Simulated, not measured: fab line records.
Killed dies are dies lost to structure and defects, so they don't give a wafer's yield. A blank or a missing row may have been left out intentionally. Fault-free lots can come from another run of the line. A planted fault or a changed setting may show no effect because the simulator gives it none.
A lot that was struck, set against a sound lot | flow nandHarc | 35 steps out of a route of 1302
Sound: these wafers, L748.2, L748.4, L748.6. Wafers struck: L744.2, L744.4, L744.6. At the end, the cause is stated.
Each step with rows lists, per side, the tool, then ch with its chambers, then its first start. Under that, the readings that differ: sound wafers | struck wafers | difference of the means | sigmas: that difference in standard deviations of wafers without a fault.
alike: readings with means less than 2 such deviations apart, plus words and numbers identical on both sides. not compared: withheld readings, readings lacking a value on some wafer, bounds such as >300 that could conceal the same value, and numbers that have no deviation in the record and whose values overlap.
The two part at a step that has a row with sigmas, a row that says differs or no value, or rows on one side only. Numbers that have no deviation but don't overlap get no sigmas and don't part them. A reading missing from all wafers of one side parts the sides only when that side holds two or more wafers.

NHARC_P_START_INSPECT_01:
  sound on defectInspect-02, day 9 08:02; struck on defectInspect-01, day 7 16:02
  alike: rawDefectCount
then, 2 steps without rows for these wafers: NHARC_P_ZERO_WELL_PRECLEAN_00 (cleans in SPM, time 600 s); NHARC_P_ZERO_WELL_SRD_01.
NHARC_P_ZERO_WELL_PECVD_02: deposits SiO2, target thk 10 nm.
  sound on pecvd-01 ch 0,1,2, day 9 08:29; struck on pecvd-02 ch 1,2, day 7 16:35
then, 9 steps without rows for these wafers: NHARC_P_ZERO_WELL_DEHYDRATE_03 (time 120 s); NHARC_P_ZERO_WELL_HMDS_04 (time 30 s); NHARC_P_ZERO_WELL_COAT_64 (time 65 s); NHARC_P_ZERO_WELL_COAT_05 (resist thk 600 nm); NHARC_P_ZERO_WELL_SOFTBAKE_06 (time 70 s); NHARC_P_ZERO_WELL_EBR_07; NHARC_P_ZERO_WELL_EXPOSE_08 (exposes mask P ZERO, target cd 500 nm); NHARC_P_ZERO_WELL_PEB_09 (peb time 80 s); NHARC_P_ZERO_WELL_DEVELOP_10 (time 50 s).
NHARC_P_ZERO_WELL_CD_MEAS_11: the cd target is 500 nm.
  sound on cdSem-03 ch 0, day 9 09:08; struck on cdSem-01 ch 0, day 7 17:18
  alike: cdNm
then, 1 step without rows for these wafers: NHARC_P_ZERO_WELL_HARDBAKE_12 (time 65 s).
NHARC_P_ZERO_WELL_DESCUM_13: chemistry O2, time 3 s.
  sound on rieDiel-11 ch 0,1,2, day 9 09:17; struck on rieDiel-02 ch 0,1,3, day 7 18:02
  alike: drypumpMotorCurrentA, oesProductAu, rfVppV, showerheadPlenumPTorr, throttleValvePct
  not compared: rfHoursCounterH
NHARC_P_ZERO_WELL_ETCH_65: etches the open film in N2/H2, target depth 80 nm, overetch 24 nm, time 87.88 s.
  sound on rieDiel-11 ch 2,3, day 9 09:22; struck on rieDiel-02 ch 2,3, day 7 18:10
  alike: biasW, drypumpMotorCurrentA, oesProductAu, rfVppV, showerheadPlenumPTorr, throttleValvePct
  not compared: rfHoursCounterH
NHARC_P_ZERO_WELL_ETCH_62: etches the open film in CHF3/Ar, target depth 13 nm, time 6.5 s.
  sound: rieDiel-11 ch 0,2; struck: rieDiel-02 ch 1,3
  alike: biasW, drypumpMotorCurrentA, oesProductAu, rfVppV, showerheadPlenumPTorr, throttleValvePct
  not compared: rfHoursCounterH
NHARC_P_ZERO_WELL_ETCH_63: etches the open film in HBr/Cl2, target depth 120 nm, time 40.1 s.
  sound on rieSi-06 ch 1,3, day 9 09:34; struck on rieSi-06 ch 0,1,3, day 7 18:22
  alike: biasW, drypumpMotorCurrentA, heBacksideLeakSccm, oesProductAu, throttleValvePct
  not compared: rfHoursCounterH
then, 9 steps without rows for these wafers: NHARC_P_ZERO_WELL_STRIP_15 (strips in SPM, time 900 s); NHARC_P_ZERO_WELL_DEHYDRATE_16 (time 120 s); NHARC_P_ZERO_WELL_HMDS_17 (time 30 s); NHARC_P_ZERO_WELL_COAT_18; NHARC_P_ZERO_WELL_SOFTBAKE_19 (time 95 s); NHARC_P_ZERO_WELL_EBR_20; NHARC_P_ZERO_WELL_EXPOSE_21 (exposes mask P NWELL, target cd 720 nm); NHARC_P_ZERO_WELL_PEB_22 (peb time 85 s); NHARC_P_ZERO_WELL_DEVELOP_23 (time 70 s).
NHARC_P_ZERO_WELL_CD_MEAS_24: the cd target is 720 nm.
  sound on cdSem-01 ch 0, day 9 10:29; struck on cdSem-03 ch 0, day 7 19:08
  alike: cdNm
then, 1 step without rows for these wafers: NHARC_P_ZERO_WELL_HARDBAKE_25 (time 80 s).
NHARC_P_ZERO_WELL_DESCUM_26: chemistry O2, time 3 s.
  sound on rieDiel-02 ch 0,1, day 9 10:38; struck on rieDiel-11 ch 0,1,2, day 7 19:18
  alike: drypumpMotorCurrentA, oesProductAu, rfVppV, showerheadPlenumPTorr, throttleValvePct
  not compared: rfHoursCounterH
then, 2 steps without rows for these wafers: NHARC_P_ZERO_WELL_IMPLANT_27; NHARC_P_ZERO_WELL_IMPLANT_57.
NHARC_P_ZERO_WELL_INSPECT_43:
  sound on defectInspect-01, day 9 15:23; struck on defectInspect-02, day 8 00:08
reading        | sound   | struck      | difference | sigmas
rawDefectCount | 12 8 12 | 286 306 283 | +281       | +52
-- the record jumps here: 22 days lie between the struck wafers' starts before and after (it left off in module P_ZERO_WELL and takes up again in module END, whose first step shown is number 1302 of the route) --
NHARC_END_SORT_01:
  the record has rows for the struck wafers here (prober-01 ch 0, day 30 10:29) and none for the sound ones

WHERE THEY PART
Earliest at NHARC_P_ZERO_WELL_INSPECT_43; latest, in this record, at NHARC_END_SORT_01.

WHY: the cause the simulator had injected
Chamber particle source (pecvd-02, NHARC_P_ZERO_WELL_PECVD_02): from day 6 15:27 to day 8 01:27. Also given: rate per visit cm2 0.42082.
